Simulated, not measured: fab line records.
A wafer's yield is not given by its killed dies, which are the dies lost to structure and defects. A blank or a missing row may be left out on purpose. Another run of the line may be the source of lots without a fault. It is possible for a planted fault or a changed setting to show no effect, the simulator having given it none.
Matching of chambers    flow n5Finfet    rieDiel-06 running N5_MOL_CONTACT_COAG_VIA_ETCH_117: 4 sister chambers
The step etches SiO2 in C4F6/O2, target depth 40 nm, overetch 8 nm, time 26 s. 8 wafers are shown with their chamber, then 8 later ones without.

WAFERS WITH THEIR CHAMBER
wafer   chamber  drypumpMotorCurrentA (A)  throttleValvePct (%)
L080.4  0        5.8                       40.78
L082.2  1        5.3                       41.06
L087.2  2        6.1                       41.03
L087.6  3        4.9                       41.09
L090.2  2        6.1                       41.04
L090.5  3        5.0                       41.09
L090.6  0        5.8                       40.81
L093.3  1        5.3                       41.04

WAFERS WITH NO CHAMBER GIVEN
wafer   drypumpMotorCurrentA (A)  throttleValvePct (%)
L093.4  6.1                       41.05
L093.6  6.1                       41.06
L094.1  6.1                       41.06
L094.2  5.0                       41.11
L094.6  5.8                       40.81
L097.1  5.3                       41.07
L097.2  6.1                       41.06
L097.5  6.1                       41.07

WHICH CHAMBER EACH ONE RAN IN
wafer   from the rows above  in truth
L093.4  2                    2
L093.6  2                    2
L094.1  2                    2
L094.2  3                    3
L094.6  0                    0
L097.1  1                    1
L097.2  2                    2
L097.5  2                    2
Correct placement for 8 of the 8. Number that these rows cannot place: 0. 0 placed wrongly.
How it was worked out, from the rows above alone: a wafer's distance from a chamber is the root of the sum, over the readings, of the square of ((its reading less the chamber's mean) divided by the reading's scatter). The wafer belongs to the nearest chamber; if the next one is less than 2 further off, it can't be placed. The mean given for a chamber averages the wafers shown for that chamber. How the scatter is found: for the shown wafers, subtract from each reading the mean of its chamber, square and add these, divide the total by (wafers less chambers), then take the root.
